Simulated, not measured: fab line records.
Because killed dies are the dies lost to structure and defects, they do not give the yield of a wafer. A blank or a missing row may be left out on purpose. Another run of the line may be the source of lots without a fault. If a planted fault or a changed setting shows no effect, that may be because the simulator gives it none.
fab line records | flow n5-finfet | part 2 of 2: steps 19 to 24 of 24
[record] lots = 5 wafers = 15 last-day = 15
route steps=1938 shown BEOL_M0_SAQP@692 BEOL_M0_CUTY@701 BEOL_M0@715
lots with no fault: from the same line, run without faults
start-h: start of the lot's first displayed wafer, in hours after the record's first day | wait-h: how many hours have passed since the lot's step before this one | " as in the row above | L1.1+2: one row covering several wafers at once | - either no value or no given start | * or withheld: withheld | < > ~ a bound
route shown NAME@n: NAME is a module with steps in the file, n the number in the route of the first one | usual: mean and standard deviation over wafers with no fault | same: alike in all rows | chamber/n: place in a boat | sites: per-site readings | _std_site: standard deviation across them | _edge_site: mean of outer sites minus mean of inner sites | radius-mm: for every site, how far away it sits from the centre of the wafer | mask NAME#n: copy n | behind: tool/chamber where the wafer was last shaped | hold: the reason the lot was held/the length of the hold in hours/how it ended | device: the transistor (n, p or np) that didn't switch | end of line: the tests these same wafers got at the end of their route | a step without rows: its recipe alone | killed: at the first sort, the dies lost to defects and structure; wafer yield is something else | map: the dies of a wafer, with x for killed, . for not killed, _ for no die there
set.NAME: the setting the step ran with; set.NAME@STEP: the setting that earlier step ran with | model.NAME: the simulator's own value behind a step, which no gauge read
lots at some steps of the route; a table a step, a row a wafer
services: when a tool's chamber went out of use (start-h, in hours from the record's first day, below 0 if earlier), for how many hours, and the reason
[[steps]]
[step N5_BEOL_M0_CUTY_INSPECT_59]
[recipe] mode = adi inspect-instrument = macro
[usual] raw-defect-count = 2.1/1.4
// columns lot.wafer tool chamber start-h wait-h raw-defect-count
L077.2 defect-inspect-02 - 132.21 0.0 3
L077.3 " - " " 2
L077.4 " - " " 4
L078.2 defect-inspect-01 - 136.54 0.0 2
L078.4 " - " " 1
L078.5 " - " " 2
L080.1 defect-inspect-02 - 150.65 0.0 1
L080.2 " - " " 2
L080.6 " - " " 3
L087.4 defect-inspect-02 - 216.41 0.3 4
L087.5 " - " " 2
L087.6 " - " " 1
L088.2 defect-inspect-01 - 225.13 0.0 0
L088.3 " - " " 1
L088.5 " - " " 5
[step N5_BEOL_M0_CUTY_DESCUM_61]
[recipe] chemistry = O2 time-s = 7.9 source-power-w = 50 bias-power-w = 20 pressure-mtorr = 20 rf-frequency-hz = 2.712e+07 temp-c = 40 resist = CAR-ArF-block o2-flow-sccm = 225
[usual] drypump-motor-current-A = 5.6/0.47 oes-product-au = 0.80/0.093 rf-vpp-V = 243.6/1.5 showerhead-plenum-p-Torr = 2.12/0.082 throttle-valve-pct = 20.43/0.28
// columns lot.wafer tool chamber start-h wait-h drypump-motor-current-A oes-product-au rf-hours-counter-h rf-vpp-V showerhead-plenum-p-Torr throttle-valve-pct
L077.2 rie-diel-06 3 132.71 0.5 6.0 0.79 105 244.3 2.22 20.69
L077.3 " 2 " " 4.9 0.68 224 243.6 2.08 20.18
L077.4 " 1 " " 5.8 0.78 127 244.2 2.02 20.47
L078.2 rie-diel-04 1 136.58 0.0 5.9 0.74 159 245.9 2.17 20.12
L078.4 " 2 " " 5.8 0.81 75 244.1 2.13 20.55
L078.5 " 2 " " 5.8 0.82 - 243.6 2.13 20.56
L080.1 rie-diel-05 3 151.00 0.4 5.5 0.68 214 244.4 2.16 20.77
L080.2 " 1 " " 5.1 0.70 240 243.4 2.16 20.90
L080.6 " 2 " " 5.2 0.96 - 245.2 2.22 19.94
L087.4 rie-diel-05 3 216.47 0.1 5.6 0.67 239 243.0 2.15 20.80
L087.5 " 1 " " 5.1 0.96 - 244.4 2.16 20.59
L087.6 " 0 " " 6.5 0.74 - 241.4 1.99 20.39
L088.2 rie-diel-06 0 225.17 0.0 5.9 0.89 45 245.1 2.21 20.34
L088.3 " 3 " " 6.0 0.77 139 245.2 2.21 20.74
L088.5 " 0 " " 5.9 0.89 - 245.5 2.21 20.35
[step N5_BEOL_M0_CUTY_ETCH_62]
[recipe] chemistry = CF4 target = SiARC mask-material = CAR-ArF-block time-s = 58.5 ion-energy-ev = 80 pressure-mtorr = 40 source-w = 545 bias-w = 36 Ar_flow_sccm = 100 cf4-flow-sccm = 100 ends = cleared
[usual] drypump-motor-current-A = 5.6/0.48 etch-rf-on-time-s = 58.0/1.3 oes-product-au = 0.68/0.078 rf-vpp-V = 184.5/1.2 showerhead-plenum-p-Torr = 2.17/0.079 throttle-valve-pct = 15.61/0.23
// columns lot.wafer tool chamber start-h wait-h drypump-motor-current-A etch-rf-on-time-s oes-product-au rf-hours-counter-h rf-vpp-V showerhead-plenum-p-Torr throttle-valve-pct
L077.2 rie-diel-06 3 132.74 0.0 6.0 58.1 0.69 105 184.6 2.24 15.64
L077.3 " 2 " " 4.9 59.7 0.59 224 183.2 2.12 15.38
L077.4 " 1 " " 5.8 60.0 0.66 127 183.1 2.07 15.67
L078.2 rie-diel-04 1 136.61 0.0 5.9 58.6 0.63 159 185.3 2.21 15.38
L078.4 " 2 " " 5.8 57.4 0.70 75 185.5 2.17 15.61
L078.5 " 2 " " 5.8 57.3 0.70 - 184.4 2.17 15.61
L080.1 rie-diel-05 3 151.04 0.0 5.6 59.0 0.59 215 185.2 2.20 15.96
L080.2 " 1 " " 5.1 58.2 0.60 240 186.4 2.20 15.98
L080.6 " 2 " " 5.2 56.9 0.82 - 185.6 2.27 15.19
L087.4 rie-diel-05 3 216.50 0.0 5.5 58.2 0.59 239 184.8 2.19 16.00
L087.5 " 1 " " 5.2 57.0 0.81 - 184.4 2.19 15.53
L087.6 " 0 " " 6.4 59.7 0.62 - 184.1 2.05 15.61
L088.2 rie-diel-06 0 225.21 0.0 5.8 56.4 0.76 45 184.2 2.28 15.68
L088.3 " 3 " " 6.0 57.6 0.66 139 184.6 2.23 15.72
L088.5 " 0 " " 5.8 56.6 0.76 - 186.8 2.28 15.68
[step N5_BEOL_M0_CUTY_ETCH_63]
[recipe] chemistry = N2/H2 target = SOC target-depth-a = 827 overetch-a = 165 mask-material = SiARC temp-c = 40 ion-energy-ev = 200 time-s = 124 pressure-mtorr = 30 source-w = 840 bias-w = 150 n2-flow-sccm = 200 h2-flow-sccm = 200
[usual] drypump-motor-current-A = 5.6/0.47 oes-product-au = 0.65/0.07 rf-vpp-V = 524.8/2.9 showerhead-plenum-p-Torr = 2.57/0.097 throttle-valve-pct = 17.75/0.25
// columns lot.wafer tool chamber start-h wait-h drypump-motor-current-A oes-product-au rf-hours-counter-h rf-vpp-V showerhead-plenum-p-Torr throttle-valve-pct
L077.2 rie-diel-06 3 132.79 0.0 6.0 0.65 105 527.3 2.68 17.85
L077.3 " 2 " " 5.0 0.57 224 524.4 2.51 17.57
L077.4 " 1 " " 5.8 0.64 127 522.1 2.45 17.80
L078.2 rie-diel-04 1 136.66 0.0 5.9 0.62 159 528.0 2.64 17.58
L078.4 " 2 " " 5.8 0.67 75 524.2 2.59 18.03
L078.5 " 2 " " 5.8 0.67 - 525.0 2.59 18.03
L080.1 rie-diel-05 3 151.09 0.0 5.5 0.57 215 526.9 2.60 17.98
L080.2 " 1 " " 5.1 0.57 240 526.1 2.60 18.03
L080.6 " 2 " " 5.2 0.79 - 528.0 2.69 17.16
L087.4 rie-diel-05 3 216.55 0.0 5.5 0.56 239 526.2 2.59 18.02
L087.5 " 1 " " 5.2 0.78 - 525.1 2.59 17.68
L087.6 " 0 " " 6.4 0.60 - 521.2 2.43 17.79
L088.2 rie-diel-06 0 225.25 0.0 5.8 0.72 45 528.4 2.71 17.95
L088.3 " 3 " " 6.0 0.63 139 530.0 2.66 17.91
L088.5 " 0 " " 5.8 0.72 - 528.4 2.71 17.93
[step N5_BEOL_M0_CUTY_STRIP_64]
[recipe] chemistry = N2/H2 temp-c = 40 n2-flow-sccm = 200 h2-flow-sccm = 200 rf-frequency-hz = 6e+07
// columns lot.wafer tool chamber start-h wait-h
L077.2+3+4 rie-diel-06 3,2,1 132.90 0.1
L078.2+4+5 rie-diel-04 1,2,2 136.77 0.1
L080.1+2+6 rie-diel-05 3,1,2 151.20 0.1
L087.4+5+6 rie-diel-05 3,1,0 216.66 0.1
L088.2+3+5 rie-diel-06 0,3,0 225.37 0.1
[step N5_BEOL_M0_ETCH_138]
[recipe] chemistry = CH3F/O2 target-depth-a = 120 target = SiCN time-s = 31.6 ion-energy-ev = 120 pressure-mtorr = 30 source-w = 395 bias-w = 75 Ar_flow_sccm = 150 CH3F_flow_sccm = 30 O2_flow_sccm = 20 ends = cleared
[usual] drypump-motor-current-A = 5.6/0.48 etch-rf-on-time-s = 29.2/0.78 oes-product-au = 0.68/0.076 rf-vpp-V = 297.9/1.7 showerhead-plenum-p-Torr = 2.03/0.075 throttle-valve-pct = 16.31/0.25
// columns lot.wafer tool chamber start-h wait-h drypump-motor-current-A etch-rf-on-time-s oes-product-au rf-hours-counter-h rf-vpp-V showerhead-plenum-p-Torr throttle-valve-pct
L077.2 rie-diel-06 3 132.91 0.0 6.0 28.3 0.68 105 299.0 2.10 16.37
L077.3 " 2 " " 4.9 28.3 0.60 224 296.8 1.97 16.00
L077.4 " 1 " " 5.8 29.0 0.67 127 294.6 1.93 16.38
L078.2 rie-diel-04 1 136.78 0.0 5.9 29.1 0.64 159 298.7 2.07 16.06
L078.4 " 2 " " 5.8 28.0 0.71 75 296.8 2.03 16.38
L078.5 " 2 " " 5.8 29.4 0.70 - 297.5 2.03 16.40
L080.1 rie-diel-05 3 151.21 0.0 5.6 29.7 0.60 215 299.3 2.05 16.59
L080.2 " 1 " " 5.1 28.8 0.60 240 297.5 2.07 16.78
L080.6 " 2 " " 5.2 29.3 0.82 - 299.0 2.12 15.82
L087.4 rie-diel-05 3 216.67 0.0 5.6 29.0 0.59 239 299.4 2.04 16.64
L087.5 " 1 " " 5.2 27.8 0.82 - 298.4 2.06 16.37
L087.6 " 0 " " 6.4 29.4 0.62 - 297.2 1.91 16.35
L088.2 rie-diel-06 0 225.38 0.0 5.8 27.9 0.76 45 298.8 2.13 16.31
L088.3 " 3 " " 6.0 28.5 0.66 139 299.4 2.09 16.44
L088.5 " 0 " " 5.8 28.9 0.76 - 300.2 2.13 16.33
[[services]]
// columns tool chamber start-h hours kind
rie-diel-04 1 106.99 5.1 repair
ald-sin-04 - 111.52 0.6 repair
arfi-scanner-02 - 116.01 1.8 repair
ald-sin-04 1 117.69 4.4 repair
arfi-scanner-01 - 124.20 1.0 pm
arfi-scanner-03 - 135.80 1.0 pm
ald-sin-02 - 138.04 2.8 pm
arfi-scanner-03 - 140.06 0.8 pm
arfi-scanner-02 - 144.62 1.0 pm
rie-diel-05 0 147.50 7.9 repair
arfi-scanner-01 - 158.49 0.9 repair
rie-diel-04 2 158.73 9.8 repair
ald-sin-02 - 165.12 14.6 pm
rie-diel-01 3 172.28 - clean
arfi-scanner-01 - 176.79 1.8 repair
arfi-scanner-03 - 177.03 1.3 pm
ald-sin-04 1 184.90 24.7 repair
rie-diel-02 - 186.52 0.8 repair
rie-diel-05 2 186.93 18.4 repair
arfi-scanner-03 - 190.72 0.8 repair
rie-diel-06 1 194.90 14.0 repair
arfi-scanner-02 - 196.56 1.3 pm
rie-diel-01 3 216.72 5.4 repair
rie-diel-04 2 221.50 5.6 repair
